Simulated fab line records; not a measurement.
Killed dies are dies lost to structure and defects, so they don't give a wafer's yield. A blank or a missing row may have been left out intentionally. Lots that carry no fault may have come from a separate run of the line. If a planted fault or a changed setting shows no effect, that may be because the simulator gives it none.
Which tool is to blame? / flow nandHarc / 6 lots with 18 wafers sampled at 4 steps, on a route of 1159 steps

## WHAT EACH GAUGE READ, for each wafer
NHARC_A_ONON_D1_THK_MEAS_24: measures by ellipsometry.
lot=L537; measured=day 8 13:29; on=filmMetro-01; thkNm (nm)=978 979 978
lot=L538; measured=day 8 19:42; on=filmMetro-01; thkNm (nm)=1004 1005 1004
lot=L541; measured=day 9 11:13; on=filmMetro-02; thkNm (nm)=1011 1012 1010
lot=L544; measured=day 10 08:31; on=filmMetro-02; thkNm (nm)=1002 413 413
lot=L549; measured=day 11 04:09; on=filmMetro-02; thkNm (nm)=411 999 1000
lot=L554; measured=day 12 17:17; on=filmMetro-01; thkNm (nm)=1011 1012 1013

## EACH LOT AND THE TOOL THAT RAN IT (in order: tool; ch and the chambers of the sampled wafers; start)
lot=L537; NHARC_P_BONDPAD_PRE_CLEAN_26=pvdSputter-01, day 6 23:49 or earlier; NHARC_P_BONDPAD_ACTIVATE_29=rieDiel-12 ch 0,3, day 6 23:49; NHARC_A_ONON_D1_DEP_22=pecvdOnon-01 ch 0, day 8 13:02
lot=L538; NHARC_P_BONDPAD_PRE_CLEAN_26=pvdSputter-02, day 7 04:23 or earlier; NHARC_P_BONDPAD_ACTIVATE_29=rieDiel-05 ch 0,2,3, day 7 04:23; NHARC_A_ONON_D1_DEP_22=pecvdOnon-01 ch 0, day 8 19:11
lot=L541; NHARC_P_BONDPAD_PRE_CLEAN_26=pvdSputter-03, day 8 00:43 or earlier; NHARC_P_BONDPAD_ACTIVATE_29=rieDiel-12 ch 0,1,2, day 8 00:43; NHARC_A_ONON_D1_DEP_22=pecvdOnon-02 ch 0, day 9 10:45
lot=L544; NHARC_P_BONDPAD_PRE_CLEAN_26=pvdSputter-03, day 8 19:02 or earlier; NHARC_P_BONDPAD_ACTIVATE_29=rieDiel-06 ch 1,3, day 8 19:02; NHARC_A_ONON_D1_DEP_22=pecvdOnon-02 ch 0, day 10 08:07
lot=L549; NHARC_P_BONDPAD_PRE_CLEAN_26=pvdSputter-02, day 9 14:58 or earlier; NHARC_P_BONDPAD_ACTIVATE_29=rieDiel-05 ch 0,3, day 9 14:58; NHARC_A_ONON_D1_DEP_22=pecvdOnon-02 ch 0, day 11 03:38
lot=L554; NHARC_P_BONDPAD_PRE_CLEAN_26=pvdSputter-01, day 11 03:08 or earlier; NHARC_P_BONDPAD_ACTIVATE_29=rieDiel-12 ch 0,1,2, day 11 03:08; NHARC_A_ONON_D1_DEP_22=pecvdOnon-03 ch 0, day 12 16:46
- NHARC_P_BONDPAD_PRE_CLEAN_26: time 30 s.
- NHARC_P_BONDPAD_ACTIVATE_29: chemistry N2, time 60 s.
- NHARC_A_ONON_D1_DEP_22: target thk 1000 nm.

## THE ANSWER, worked out from the rows above alone
Rule: what is usual is taken from the lots themselves. The widest of any qualifying gaps counts: lots, ordered by their means at a reading, are off when they make up no more than a third of the lots, leave a main group of 4 or more, and stand apart from it by 3 or more times the standard deviation of that group's means. The tables above print the reading to a certain number of digits; a main group whose means all agree to those digits is not used. Also off: a lot with no number at a reading for which 4 or more lots have one. Where the step has rows for the other lots, those lots are counted as sound.
Off at NHARC_A_ONON_D1_THK_MEAS_24 (thkNm): L544, L549. The main group has a mean of 1001 nm with a standard deviation of 14.
A tool fits if, at a process step before that reading, it ran every lot that is off, and no sound lot after the first of them. Those tools and the gauges at NHARC_A_ONON_D1_THK_MEAS_24 are tried in the same way. With no start given for some of its lots, NHARC_P_BONDPAD_PRE_CLEAN_26 uses the hours and lot order of NHARC_P_BONDPAD_ACTIVATE_29. Can't be told from this: 2 tools fit, pecvdOnon-02 at NHARC_A_ONON_D1_DEP_22, filmMetro-02 at NHARC_A_ONON_D1_THK_MEAS_24.

## WHAT THE SIMULATOR HAD PUT IN
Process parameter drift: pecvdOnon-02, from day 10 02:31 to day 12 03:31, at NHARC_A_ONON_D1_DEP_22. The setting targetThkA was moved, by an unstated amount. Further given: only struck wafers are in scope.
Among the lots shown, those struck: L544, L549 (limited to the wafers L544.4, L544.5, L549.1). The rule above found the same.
